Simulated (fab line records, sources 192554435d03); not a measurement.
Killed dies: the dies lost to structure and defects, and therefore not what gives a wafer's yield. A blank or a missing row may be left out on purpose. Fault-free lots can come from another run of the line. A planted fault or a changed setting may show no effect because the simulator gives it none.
Split-lot trial	flow n5 finfet	39 wafers read across 7 lots, on a route 1938 steps long

THE SPLIT
At N5_BEOL_M3_ILD_DEP_00 (deposits SiOC from DEMS/O2, target thk 79 nm, time 15.3 s), the setting target thk a was moved away from the recipe's 790 angstrom on 15 of the 39 wafers read, by -35.3% to +48.4%. For the rest of the wafers, this setting stayed at what the recipe calls for.

Split to reading: the file shows no intervening step.

THE READING
M3_ILD_THK (nm), taken at N5_BEOL_M3_THK_MEAS_01. A value of 79.2 nm with a standard deviation of 1 nm is what fault-free wafers of this fab line usually give.

wafer	tool, chamber at the split	target thk a as run, angstrom	against the recipe	M3_ILD_THK, nm	against lot-mates on the recipe
L076.1	pecvd-04, 0	790	recipe	78.5	-
L076.2	pecvd-04, 2	562.2	-28.8%	56.1	-24.0
L076.3	pecvd-04, 1	562.2	-28.8%	56.7	-23.4
L076.4	pecvd-04, 0	562.2	-28.8%	57.1	-23.0
L076.5	pecvd-04, 1,2	790	recipe	80.9	-
L076.6	pecvd-04, 1,2	790	recipe	80.9	-
L078.1	pecvd-03, 1	790	recipe	79.0	-
L078.2	pecvd-03, 2	1172	+48.4%	116.1	+36.7
L078.3	pecvd-03, 0	1172	+48.4%	116.5	+37.1
L078.4	pecvd-03, 2,1	790	recipe	79.6	-
L078.5	pecvd-03, 2,1	790	recipe	79.5	-
L078.6	pecvd-03, 0	1172	+48.4%	117.7	+38.3
L080.1	pecvd-02, 2	790	recipe	78.2	-
L080.2	pecvd-02, 1	790	recipe	77.5	-
L080.3	pecvd-02, 0	790	recipe	78.6	-
L080.4	pecvd-02, 0	790	recipe	79.1	-
L080.5	pecvd-02, 2	790	recipe	78.3	-
L080.6	pecvd-02, 1	790	recipe	79.6	-
L081.1	pecvd-04, 2	790	recipe	78.5	-
L081.2	pecvd-04, 1	511.2	-35.3%	50.7	-27.6
L081.3	pecvd-04, 0	790	recipe	76.8	-
L081.4	pecvd-04, 0	511.2	-35.3%	50.0	-28.3
L081.5	pecvd-04, 1	511.2	-35.3%	51.0	-27.3
L081.6	pecvd-04, 2	790	recipe	79.6	-
L086.1	pecvd-02, 0	1025	+29.7%	100.6	+22.1
L086.2	pecvd-02, 1	790	recipe	78.1	-
L086.3	pecvd-02, 2	790	recipe	78.4	-
L086.4	pecvd-02, 1	1025	+29.7%	102.7	+24.2
L086.5	pecvd-02, 0	790	recipe	78.9	-
L086.6	pecvd-02, 2	1025	+29.7%	103.9	+25.4
L090.1	pecvd-04, 0	622.5	-21.2%	61.3	-18.4
L090.2	pecvd-04, 2	622.5	-21.2%	62.5	-17.2
L090.3	pecvd-04, 1	790	recipe	79.1	-
L090.4	pecvd-04, 1,2	790	recipe	80.0	-
L090.5	pecvd-04, 0	622.5	-21.2%	63.5	-16.2
L090.6	pecvd-04, 1,2	790	recipe	80.0	-
L089.2	pecvd-03, 1	790	recipe	78.6	-
L089.5	pecvd-03, 0	790	recipe	80.5	-
L089.6	pecvd-03, 2	790	recipe	80.2	-
Rows listing several chambers each stand for several wafers; the file does not say which wafer went through which chamber.

THE FIT
A straight line over all 39 wafers: M3_ILD_THK changes by +0.787 nm for each +1% of target thk a; r = +1.00; the points scatter about the line by 1 nm.
The same after taking each lot's own level away (the mean of its wafers on the recipe; 39 wafers): +0.79 nm for each +1%; r = +1.00; scatter 0.88 nm.
That fit puts the effect of the largest move of target thk a on the reading at 38 nm.
Measured against the standard deviation above, the lots' own levels, which go from 78.30 to 80.10 nm, span 1.8 times it.
Hence the lot-to-lot level has little effect on the slope; both slopes agree.
Check: for one of the wafers moved furthest among these (+48.4%), held out of the fit, the line's prediction against its lot-mates is +38.3 nm. Against them it came out at +36.7 nm.

FURTHER SPLITS ON THESE WAFERS
Other splits were also applied to these wafers ahead of the reading. Each is held against what the fit with the lots' levels taken away leaves over:
other split on the same wafers	wafers away from the commonest value	r with M3_ILD_THK (lot level and that fit taken away)
N5_SD_EPI_N_ETCH_35 time s	9	+0.13
N5_MOL_CONTACT_COAG_ALD_20 ald cycles	6	+0.01
N5_BEOL_M0_SAQP_ILD_DEP_01 target thk a	15	+0.21
N5_BEOL_M1_ILD_DEP_00 target thk a	18	-0.13

THE WHOLE CHAIN: every reading that the file lists as answering this split, in the file's order
step	what it does	reading	change (the file's fit)	r (the file's)
N5_BEOL_M3_ILD_DEP_00	deposits SiOC from DEMS/O2, target thk 79 nm, time 15.3 s	SiOC_of_BEOL_M3_ILD_DEP_00.thk nm (the simulator's own value, which no gauge read)	+0.789 nm for each +1% of the setting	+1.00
N5_BEOL_M3_THK_MEAS_01		M3_ILD_THK	+0.79 for each +1% of the setting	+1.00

FILE'S OWN FIT
M3_ILD_THK changes by +0.79 nm for each +1% of target thk a, r = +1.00.
